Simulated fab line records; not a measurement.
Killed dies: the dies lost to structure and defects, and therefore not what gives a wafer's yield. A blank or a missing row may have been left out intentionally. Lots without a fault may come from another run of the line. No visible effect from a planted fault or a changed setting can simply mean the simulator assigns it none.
Matching of chambers    flow nand_harc    NHARC_P_M1_CMP_23 on cmp-03 has 4 sister chambers
The step polishes, t overpolish 20 s, target thk 157.82 nm. 4 wafers are shown with their chamber, then 9 later ones without.

## WAFERS WITH THEIR CHAMBER
wafer   chamber  motor_current_A (A)
L078.4  1        10.2
L084.4  2        9.4
L084.5  3        11.1
L084.6  0        12.3

## WAFERS WITHOUT THEIR CHAMBER
wafer   motor_current_A (A)
L092.1  9.8
L092.2  12.0
L092.4  9.9
L093.1  12.2
L093.3  9.5
L093.6  10.7
L096.1  11.8
L096.5  9.0
L096.6  10.2

## CHAMBER TAKEN BY EACH
wafer    from the rows above       in truth
L092.1   can't be placed: 1 or 2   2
L092.2   can't be placed: 0 or 3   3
L092.4   can't be placed: 1 or 2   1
L093.1   0                         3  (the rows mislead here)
L093.3   can't be placed: 2 or 1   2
L093.6   can't be placed: 3 or 1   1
L096.1   can't be placed: 0 or 3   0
L096.5   2                         2
L096.6   1                         1
2 of 9 placed correctly. These rows do not allow placing 6 (true chamber among the candidates in 6). Number placed wrongly: 1.
How it was worked out, from the rows above alone: a wafer's distance from a chamber is the root of the sum, over the readings, of the square of ((its reading less the chamber's mean) divided by the reading's scatter). If the next closest chamber is less than 2 further off than the closest, the wafer can't be placed; otherwise it belongs to the closest. For every chamber, the mean is computed from those of its wafers that are shown. The scatter: with one shown wafer a chamber, the root of the mean of the squares of how far each hidden wafer lies from its nearest shown one.
